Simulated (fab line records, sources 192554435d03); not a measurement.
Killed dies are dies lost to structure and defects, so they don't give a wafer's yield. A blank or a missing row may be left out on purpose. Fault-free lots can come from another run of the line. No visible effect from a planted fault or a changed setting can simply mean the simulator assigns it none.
Split-lot experiment | flow n5Finfet | 7 lots, 21 wafers read, on a route of 1938 steps

ON THE SPLIT
At N5_BEOL_M3_EXPOSE_08 (exposes mask M3), the setting doseMj was moved away from the recipe's 33 on 6 of the 21 wafers read, by -5.9% to -2.0%. The other wafers ran this setting at the recipe's value.

FROM THE SPLIT TO THE READING: what the file shows between them, 4 steps
- N5_BEOL_M3_PEB_09: peb time 60 s
- N5_BEOL_M3_DEVELOP_10: develop time 30 s
- N5_BEOL_M3_DESCUM_16: chemistry O2, time 7 s
- N5_BEOL_M3_ETCH_74: etches underlayer in N2/H2, target depth 6.5 nm, time 5.2 s

THE READING
BEOL_M3.cdOffsetNm (the simulator's own value, which no gauge read), in nm, at N5_BEOL_M3_ETCH_63 (etches SiARC in CF4, target depth 15.6 nm, time 26 s). No usual value for it is given in the file. Across the 15 wafers here that went through the recipe, the average is 0.3 nm and the standard deviation 0.19 nm.

wafer  | tool, chamber at the split | doseMj as run | against the recipe | BEOL_M3.cdOffsetNm, nm | against lot-mates on the recipe
L080.1 | euvScanner-01, 0           | 33            | recipe             | 0                      | -
L080.2 | euvScanner-01, 0           | 32.32         | -2.1%              | 0                      | -0.2
L080.5 | euvScanner-01, 0           | 33            | recipe             | 0.4                    | -
L081.1 | euvScanner-02, 0           | 33            | recipe             | 0.4                    | -
L081.4 | euvScanner-02, 0           | 33            | recipe             | 0.4                    | -
L081.3 | euvScanner-02, 0           | 32.02         | -3.0%              | 0                      | -0.4
L090.1 | euvScanner-02, 0           | 33            | recipe             | 0.6                    | -
L090.6 | euvScanner-02, 0           | 33            | recipe             | 0.6                    | -
L090.5 | euvScanner-02, 0           | 31.06         | -5.9%              | -1                     | -1.6
L091.2 | euvScanner-02, 0           | 33            | recipe             | 0.2                    | -
L091.5 | euvScanner-02, 0           | 33            | recipe             | 0.4                    | -
L091.6 | euvScanner-02, 0           | 33            | recipe             | 0.4                    | -
L093.2 | euvScanner-02, 0           | 33            | recipe             | 0.4                    | -
L093.5 | euvScanner-02, 0           | 33            | recipe             | 0.2                    | -
L093.6 | euvScanner-02, 0           | 33            | recipe             | 0.6                    | -
L097.2 | euvScanner-02, 0           | 33            | recipe             | 0.4                    | -
L097.4 | euvScanner-02, 0           | 33            | recipe             | 0.2                    | -
L097.6 | euvScanner-02, 0           | 32.34         | -2.0%              | 0                      | -0.3
L096.1 | euvScanner-01, 0           | 33            | recipe             | 0                      | -
L096.2 | euvScanner-01, 0           | 32.18         | -2.5%              | -0.6                   | -0.6
L096.3 | euvScanner-01, 0           | 32.18         | -2.5%              | -0.8                   | -0.8

FIT RESULTS
A straight line over all 21 wafers: BEOL_M3.cdOffsetNm changes by +0.241 nm for each +1% of doseMj; r = +0.85; the points scatter about the line by 0.24 nm.
The same after taking each lot's own level away (the mean of its wafers on the recipe; 21 wafers): +0.241 nm for each +1%; r = +0.92; scatter 0.16 nm.
On that fit, the largest move of doseMj shifts the reading by 1.4 nm.
From 0.00 to 0.60 nm: that is the span of the lots' own levels, equal to 3.2 times the standard deviation above.
So the lot-to-lot level changes the slope little: the two slopes agree.
Check: for one of the wafers moved furthest among these (-5.9%), held out of the fit, the line's prediction against its lot-mates is -1.14 nm. It came out at -1.6 nm against them.

THE WHOLE CHAIN: every reading that the file lists as answering this split, in the file's order
step               | what it does                                                | reading                                                             | change (the file's fit)               | r (the file's)
N5_BEOL_M3_ETCH_74 | etches underlayer in N2/H2, target depth 6.5 nm, time 5.2 s | BEOL_M3.cdOffsetNm (the simulator's own value, which no gauge read) | +0.2 nm for each +1% of the setting   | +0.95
N5_BEOL_M3_ETCH_63 | etches SiARC in CF4, target depth 15.6 nm, time 26 s        | BEOL_M3.cdOffsetNm (the simulator's own value, which no gauge read) | +0.231 nm for each +1% of the setting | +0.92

FILE'S OWN FIT
BEOL_M3.cdOffsetNm changes by +0.231 nm for each +1% of doseMj, r = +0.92.
